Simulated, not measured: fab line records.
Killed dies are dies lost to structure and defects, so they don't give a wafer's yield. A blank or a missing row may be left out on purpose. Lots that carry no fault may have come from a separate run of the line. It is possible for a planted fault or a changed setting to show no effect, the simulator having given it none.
Chamber matching / flow nandHarc / NHARC_A_M0_DEP_32 on pecvd-03: 3 sister chambers
The step deposits SiCN, target thk 30 nm. 20 wafers are shown with their chamber, then 10 later ones without.

EACH WAFER AND ITS CHAMBER
wafer=L075.3; chamber=0; showerheadVppV (V)=1319; heaterPowerW (W)=677; rfFwdPowerW (W)=451.6
wafer=L075.4; chamber=0; showerheadVppV (V)=1317; heaterPowerW (W)=660; rfFwdPowerW (W)=451.0
wafer=L075.6; chamber=2; showerheadVppV (V)=1330; heaterPowerW (W)=569; rfFwdPowerW (W)=446.8
wafer=L079.1; chamber=2; showerheadVppV (V)=1318; heaterPowerW (W)=658; rfFwdPowerW (W)=450.7
wafer=L079.2; chamber=0; showerheadVppV (V)=1320; heaterPowerW (W)=603; rfFwdPowerW (W)=448.2
wafer=L079.6; chamber=0; showerheadVppV (V)=1294; heaterPowerW (W)=634; rfFwdPowerW (W)=449.4
wafer=L081.1; chamber=0; showerheadVppV (V)=1289; heaterPowerW (W)=588; rfFwdPowerW (W)=450.1
wafer=L081.2; chamber=2; showerheadVppV (V)=1317; heaterPowerW (W)=608; rfFwdPowerW (W)=449.7
wafer=L081.6; chamber=1; showerheadVppV (V)=1169; heaterPowerW (W)=476; rfFwdPowerW (W)=448.7
wafer=L077.1; chamber=0; showerheadVppV (V)=1294; heaterPowerW (W)=608; rfFwdPowerW (W)=447.8
wafer=L077.5; chamber=2; showerheadVppV (V)=1308; heaterPowerW (W)=646; rfFwdPowerW (W)=449.0
wafer=L077.6; chamber=1; showerheadVppV (V)=1186; heaterPowerW (W)=557; rfFwdPowerW (W)=450.4
wafer=L080.1; chamber=0; showerheadVppV (V)=1289; heaterPowerW (W)=623; rfFwdPowerW (W)=447.9
wafer=L080.3; chamber=1; showerheadVppV (V)=1187; heaterPowerW (W)=532; rfFwdPowerW (W)=447.9
wafer=L080.6; chamber=1; showerheadVppV (V)=1185; heaterPowerW (W)=537; rfFwdPowerW (W)=445.2
wafer=L084.1; chamber=1; showerheadVppV (V)=1177; heaterPowerW (W)=506; rfFwdPowerW (W)=447.3
wafer=L084.2; chamber=2; showerheadVppV (V)=1325; heaterPowerW (W)=673; rfFwdPowerW (W)=448.3
wafer=L084.5; chamber=0; showerheadVppV (V)=1310; heaterPowerW (W)=643; rfFwdPowerW (W)=451.3
wafer=L083.1; chamber=1; showerheadVppV (V)=1180; heaterPowerW (W)=556; rfFwdPowerW (W)=447.0
wafer=L083.3; chamber=2; showerheadVppV (V)=1330; heaterPowerW (W)=640; rfFwdPowerW (W)=450.3

SIGNATURES (averages over the wafers above)
reading=showerheadVppV; chamber 0=1304.00; chamber 1=1180.67; chamber 2=1321.33; scatter within a chamber=10.7
reading=heaterPowerW; chamber 0=629.50; chamber 1=527.33; chamber 2=632.33; scatter within a chamber=32.9
reading=rfFwdPowerW; chamber 0=449.663; chamber 1=447.750; chamber 2=449.133; scatter within a chamber=1.58
Rule: a wafer's distance from a chamber is the root of the sum, over the readings, of the square of ((its reading less the chamber's mean) divided by the reading's scatter). The wafer belongs to the nearest chamber; if the next one is less than 2 further off, it can't be placed. The scatter is the square root of a quotient: the sum, over the shown wafers, of each reading's squared deviation from its chamber's mean, divided by wafers minus chambers.

WAFERS WITHOUT THEIR CHAMBER
wafer=L083.6; showerheadVppV (V)=1172; heaterPowerW (W)=441; rfFwdPowerW (W)=446.8
wafer=L092.4; showerheadVppV (V)=1293; heaterPowerW (W)=675; rfFwdPowerW (W)=450.0
wafer=L092.5; showerheadVppV (V)=1348; heaterPowerW (W)=592; rfFwdPowerW (W)=447.5
wafer=L092.6; showerheadVppV (V)=1162; heaterPowerW (W)=443; rfFwdPowerW (W)=448.1
wafer=L094.4; showerheadVppV (V)=1310; heaterPowerW (W)=602; rfFwdPowerW (W)=448.5
wafer=L094.5; showerheadVppV (V)=1195; heaterPowerW (W)=507; rfFwdPowerW (W)=447.6
wafer=L094.6; showerheadVppV (V)=1305; heaterPowerW (W)=603; rfFwdPowerW (W)=447.9
wafer=L096.3; showerheadVppV (V)=1184; heaterPowerW (W)=473; rfFwdPowerW (W)=447.6
wafer=L096.4; showerheadVppV (V)=1193; heaterPowerW (W)=469; rfFwdPowerW (W)=448.6
wafer=L096.6; showerheadVppV (V)=1332; heaterPowerW (W)=598; rfFwdPowerW (W)=450.6

WHICH CHAMBER EACH WENT THROUGH
wafer=L083.6; from the rows above=1; in truth=1
wafer=L092.4; from the rows above=can't be placed: 0 or 2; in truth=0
wafer=L092.5; from the rows above=can't be placed: 2 or 0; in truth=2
wafer=L092.6; from the rows above=1; in truth=1
wafer=L094.4; from the rows above=can't be placed: 0 or 2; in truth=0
wafer=L094.5; from the rows above=1; in truth=1
wafer=L094.6; from the rows above=can't be placed: 0 or 2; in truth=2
wafer=L096.3; from the rows above=1; in truth=1
wafer=L096.4; from the rows above=1; in truth=1
wafer=L096.6; from the rows above=can't be placed: 2 or 0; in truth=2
Correctly placed: 5 of 10. Unplaceable from these rows: 5, with the true chamber sitting among the candidates in 5. 0 placed wrongly.
